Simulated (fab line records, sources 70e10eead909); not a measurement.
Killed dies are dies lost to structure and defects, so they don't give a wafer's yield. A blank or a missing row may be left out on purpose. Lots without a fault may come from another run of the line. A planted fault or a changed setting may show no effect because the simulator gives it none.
Which tool did it? | flow nand_harc | 14 lots, 42 wafers sampled, at 4 steps of a route of 1159

WHAT THE GAUGES READ, wafer by wafer
The record holds no reading of a measuring or inspecting step that can be judged against a usual standard deviation.

WHICH TOOL RAN EACH LOT (tool, then ch and the chambers of the sampled wafers, then the start)
lot  | NHARC_A_CHANNEL_FILL_D1_ALD_14   | NHARC_A_CHANNEL_FILL_D1_ETCHBACK_20 | NHARC_A_CHANNEL_FILL_D1_ALD_25   | NHARC_A_STAIRCASE_DEVELOP_165
L830 | ald_hk-03 ch 0,1,3, day 8 07:02  | rie_diel-03 ch 2,3, day 9 00:50     | ald_hk-03 ch 0,2,3, day 9 13:55  | litho_track-05 ch 0, day 10 01:00
L832 | ald_hk-03 ch 0,1,3, day 9 12:20  | rie_diel-07 ch 0,2,3, day 10 05:30  | ald_hk-04 ch 0,1,2, day 10 20:44 | litho_track-03 ch 0, day 11 09:00
L833 | ald_hk-04 ch 0,1,3, day 9 12:20  | rie_diel-04 ch 1,2,3, day 10 05:28  | ald_hk-01 ch 0,1, day 10 22:00   | litho_track-05 ch 0, day 11 09:00
L831 | ald_hk-01 ch 0,1,3, day 9 12:25  | rie_diel-07 ch 0,1, day 10 05:27    | ald_hk-03 ch 0,3, day 10 21:29   | litho_track-05 ch 0, day 11 09:00
L835 | ald_hk-03 ch 2,3, day 9 22:52    | rie_diel-04 ch 0,1,3, day 10 15:50  | ald_hk-01 ch 2,3, day 11 03:55   | litho_track-02 ch 0, day 11 16:00
L842 | ald_hk-03 ch 0,2, day 12 00:50   | rie_diel-03 ch 0,1, day 12 18:05    | ald_hk-04 ch 0,2,3, day 13 05:55 | litho_track-05, day 13 18:00
L844 | ald_hk-03 ch 1,2, day 12 01:20   | rie_diel-07 ch 1,2,3, day 12 18:07  | ald_hk-03 ch 0,1,2, day 13 07:44 | litho_track-03, day 13 18:00
L846 | ald_hk-03 ch 0,1,3, day 12 23:46 | rie_diel-07 ch 0,2,3, day 13 17:05  | ald_hk-01 ch 1,3, day 14 05:09   | litho_track-03 ch 0, day 14 17:00
L845 | ald_hk-01 ch 0,1,2, day 12 23:49 | rie_diel-03 ch 2,3, day 13 17:04    | ald_hk-03 ch 0,1,3, day 14 07:44 | litho_track-05 ch 0, day 14 17:00
L847 | ald_hk-01 ch 0,1,2, day 13 09:31 | rie_diel-03 ch 2,3, day 14 02:28    | ald_hk-04 ch 1,2,3, day 14 15:36 | litho_track-05 ch 0, day 15 04:00
L848 | ald_hk-03 ch 0,1,3, day 13 13:46 | rie_diel-03 ch 0,1,3, day 14 06:40  | ald_hk-01 ch 1,2, day 14 19:14   | litho_track-03 ch 0, day 15 07:00
L849 | ald_hk-03 ch 0,2,3, day 13 17:24 | rie_diel-03 ch 1,2,3, day 14 10:28  | ald_hk-04 ch 0,1,3, day 15 00:38 | litho_track-03 ch 0, day 15 14:00
L851 | ald_hk-04 ch 1,2,3, day 14 01:03 | rie_diel-03 ch 1,3, day 14 20:34    | ald_hk-03 ch 0,1, day 15 08:14   | litho_track-03 ch 0, day 15 20:00
L853 | ald_hk-01 ch 1,2,3, day 14 19:01 | rie_diel-07 ch 0,1, day 15 12:09    | ald_hk-04 ch 0,1, day 15 23:59   | litho_track-05 ch 0, day 16 12:00
- NHARC_A_CHANNEL_FILL_D1_ALD_14: deposits SiO2, target thk 2.5 nm, pulse time 10 s, ald cycles 25.
- NHARC_A_CHANNEL_FILL_D1_ETCHBACK_20: etches the open film in C4F8/O2/Ar, target depth 27 nm, time 13.5 s.
- NHARC_A_CHANNEL_FILL_D1_ALD_25: deposits SiOx, target thk 60 nm, pulse time 10 s, ald cycles 600.
- NHARC_A_STAIRCASE_DEVELOP_165: time 140 s.

WHAT THE TOOLS THEMSELVES READ (means of the sampled wafers that have a number; where no wafer has one, the mark that the record gives instead)
NHARC_A_CHANNEL_FILL_D1_ALD_14.
lot  | tool      | heater_power_w (W) | precursor_pulse_height_rel
L830 | ald_hk-03 | 457                | 1.009
L832 | ald_hk-03 | 458                | 0.990
L833 | ald_hk-04 | 470                | 0.988
L831 | ald_hk-01 | 445                | 1.002
L835 | ald_hk-03 | 415                | 1.007
L842 | ald_hk-03 | 420                | 0.991
L844 | ald_hk-03 | 395                | 1.017
L846 | ald_hk-03 | 465                | 0.996
L845 | ald_hk-01 | 485                | 1.001
L847 | ald_hk-01 | 480                | 1.015
L848 | ald_hk-03 | 465                | 1.003
L849 | ald_hk-03 | 447                | 0.992
L851 | ald_hk-04 | 481                | 0.989
L853 | ald_hk-01 | 482                | 0.989

NHARC_A_CHANNEL_FILL_D1_ETCHBACK_20.
lot  | tool        | oes_product_au (a.u.) | rf_vpp_V (V)
L830 | rie_diel-03 | 0.92                  | 976
L832 | rie_diel-07 | 1.00                  | 986
L833 | rie_diel-04 | 0.96                  | 978
L831 | rie_diel-07 | 0.93                  | 987
L835 | rie_diel-04 | 0.93                  | 976
L842 | rie_diel-03 | 1.00                  | 978
L844 | rie_diel-07 | 0.99                  | 985
L846 | rie_diel-07 | 1.00                  | 986
L845 | rie_diel-03 | 0.97                  | 975
L847 | rie_diel-03 | 0.93                  | 976
L848 | rie_diel-03 | 0.92                  | 976
L849 | rie_diel-03 | 0.93                  | 977
L851 | rie_diel-03 | 0.93                  | 977
L853 | rie_diel-07 | 0.92                  | 986

NHARC_A_CHANNEL_FILL_D1_ALD_25.
lot  | tool      | heater_power_w (W) | precursor_pulse_height_rel
L830 | ald_hk-03 | 453                | 1.011
L832 | ald_hk-04 | 469                | 0.997
L833 | ald_hk-01 | 470                | 1.005
L831 | ald_hk-03 | 472                | 1.020
L835 | ald_hk-01 | 480                | 1.002
L842 | ald_hk-04 | 460                | 0.982
L844 | ald_hk-03 | 432                | 1.014
L846 | ald_hk-01 | 467                | 0.989
L845 | ald_hk-03 | 465                | 0.998
L847 | ald_hk-04 | 484                | 1.014
L848 | ald_hk-01 | 495                | 1.014
L849 | ald_hk-04 | 466                | 0.978
L851 | ald_hk-03 | 443                | 1.012
L853 | ald_hk-04 | 484                | 1.014

NHARC_A_STAIRCASE_DEVELOP_165.
lot  | tool           | chill_plate_temp_C (C) | exhaust_pa (Pa)
L830 | litho_track-05 | 22.87                  | 45.9
L832 | litho_track-03 | 22.95                  | 45.0
L833 | litho_track-05 | 22.98                  | 44.4
L831 | litho_track-05 | 22.99                  | 44.3
L835 | litho_track-02 | 22.94                  | 43.7
L842 | litho_track-05 | -                      | -
L844 | litho_track-03 | -                      | -
L846 | litho_track-03 | 23.08                  | 44.8
L845 | litho_track-05 | 23.11                  | 45.7
L847 | litho_track-05 | 22.98                  | 44.8
L848 | litho_track-03 | 22.78                  | 43.5
L849 | litho_track-03 | 22.97                  | 45.7
L851 | litho_track-03 | 23.04                  | 43.7
L853 | litho_track-05 | 23.13                  | 44.9

THE ANSWER, worked out from the rows above alone
Rule: what is usual is taken from the lots themselves. Put in order of their means at a reading, lots are off if they are a third of the lots or fewer, leave a main group of 4 or more, and stand apart from it by a gap of 3 or more times the standard deviation of the main group's means; of several such gaps the widest counts. A main group whose means are all the same, to the digits that the tables above print for the reading, isn't used. A lot without any number at a reading at which 4 lots or more have one is off too. The other lots that the step has rows for count as sound. The gauges are gone through in route order, then the tools' own readings, and for those a lot's mean is taken as printed above. The first step at which some lot is off is used, and at that step the reading that is off furthest; a lot without a number counts as furthest.
Off: L842, L844, at NHARC_A_STAIRCASE_DEVELOP_165 (chill_plate_temp_C). Without a number there: L842, L844. The main group: mean 22.98 C, standard deviation 0.095.
A tool fits if, at that step or a process step before it, it ran every lot that is off, and no sound lot after the first of them. None of those tried fits.

WHAT THE SIMULATOR HAD PUT IN
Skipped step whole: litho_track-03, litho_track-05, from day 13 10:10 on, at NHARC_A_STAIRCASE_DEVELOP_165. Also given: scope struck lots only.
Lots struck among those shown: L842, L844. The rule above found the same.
